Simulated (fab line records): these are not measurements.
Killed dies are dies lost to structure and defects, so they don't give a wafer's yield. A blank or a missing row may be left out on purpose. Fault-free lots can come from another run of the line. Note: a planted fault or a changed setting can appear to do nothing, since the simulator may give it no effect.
A lot that was struck, set against a sound lot :: flow n5Finfet :: 16 steps out of a route of 1938
Sound: the wafers L470.3, L470.4, L470.6. Wafers struck: L477.2, L477.3, L477.4. At the end, the cause is stated.
At each step with rows: each side's tool, then ch and its chambers, then its first start. Under that, the readings that differ: sound wafers :: struck wafers :: difference of the means :: sigmas: that difference in standard deviations of wafers without a fault.
alike: readings whose means differ by less than 2 such deviations, and words and numbers that are the same on both sides. not compared: withheld readings, readings that some wafer has no value for, bounds like >300 that may hide the same value, and numbers for which the record gives no deviation and whose values overlap.
A row with sigmas, a row that says differs or no value, or rows on one side alone: a step with any of these is where the two part. Numbers that have no deviation but don't overlap get no sigmas and don't part them. A reading that every wafer of one side lacks parts them only if that side has two wafers or more.

first, 4 steps without rows for these wafers: N5_SD_EPI_N_WET_ETCH_43 (etches SiO2 in dHF, time 14 s, target depth 1.5 nm); N5_SD_EPI_N_STRIP_18 (strips in SPM, time 750 s); N5_SD_EPI_N_SRD_20 (time 30 s); N5_SD_EPI_N_PRECLEAN_48 (cleans in NF3:NH3, afs cycles 2, time 20 s, sublimation time 60 s).
N5_SD_EPI_N_VAPOR_ETCH_50: etches Si in HCl, time 54 s.
  sound on epiRpcvd-02 ch 0, day 3 16:22; struck on epiRpcvd-02 ch 0, day 5 07:08
  alike: throttleValvePct
then, 1 step without rows for these wafers: N5_SD_EPI_N_EPI_21 (deposits Si:P, time 690 s).
N5_SD_EPI_N_EPI_MEAS_23:
  sound on filmMetro-02, day 3 18:13; struck on filmMetro-01, day 5 09:01
  alike: thkNm
then, 3 steps without rows for these wafers: N5_SD_EPI_N_PRECLEAN_24 (cleans in O3/DIW, time 60 s); N5_SD_EPI_N_SRD_25 (time 30 s); N5_SD_EPI_N_PRECLEAN_49 (cleans in NF3:NH3, afs cycles 1, time 20 s, sublimation time 60 s).
N5_SD_EPI_N_LINER_46: material SiNx, target thk 3 nm.
  sound on aldSin-02 ch 0,1,2, day 3 18:31; struck on aldSin-01 ch 0,1,3, day 5 09:19
  alike: heaterPowerW
N5_SD_EPI_N_INSPECT_26: inspects for defects (darkfield).
  sound on defectInspect-02, day 3 18:46; struck on defectInspect-02, day 5 09:34
  alike: rawDefectCount
N5_SD_EPI_P_COAT_34: time 60 s, resist thk 350 nm.
  sound on lithoTrack-03 ch 0, day 3 18:48; struck on lithoTrack-04 ch 0, day 5 09:36
reading: chillPlateTempC (C)
sound: 22.68 22.81 23.00
struck: 23.03 23.02 23.19
difference: +0.25
sigmas: +3

reading: spinSpeedRpm (rpm)
sound: 1499.0 1499.3 1499.9
struck: 1534.8 1534.7 1534.5
difference: +35.3
sigmas: +44

reading: model.SOC_of_SD_EPI_P_COAT_34.thkNm (nm)
sound: 347.4 348.4 348
struck: 344 344.2 342
difference: -5
sigmas: 
  alike: dispensePressureKPa
then, 1 step without rows for these wafers: N5_SD_EPI_P_COAT_35 (time 60 s, resist thk 35 nm).
-- a jump in the record: the struck wafers' starts before and after are 6 days apart (it breaks off in module SD_EPI_P and resumes in module BEOL_M4, where the first step shown is number 1111 of the route) --
N5_BEOL_M4_RC_MEAS_101:
  sound on prober-02 ch 0, day 9 04:18; struck on prober-01 ch 0, day 10 21:52
reading: ION_P (uA/um)
sound: 457 448 455
struck: 474 479 472
difference: +22
sigmas: +3

reading: VT_P (mV)
sound: -254 -255 -251
struck: -242 -241 -245
difference: +11
sigmas: +3
  alike: DIBL_N, DIBL_P, IOFF_N, IOFF_P, ION_N, SS_N, SS_P, VT_N
N5_PASSIVATION_PROBE_49:
  the record has rows for the sound wafers here (prober-02, day 13 14:02) and none for the struck ones

## WHERE THEY PART
Last at N5_PASSIVATION_PROBE_49 as far as this record goes, first at N5_SD_EPI_P_COAT_34.

WHY: the cause the simulator had injected
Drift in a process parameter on lithoTrack-04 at N5_SD_EPI_P_COAT_34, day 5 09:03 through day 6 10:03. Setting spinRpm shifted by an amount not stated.
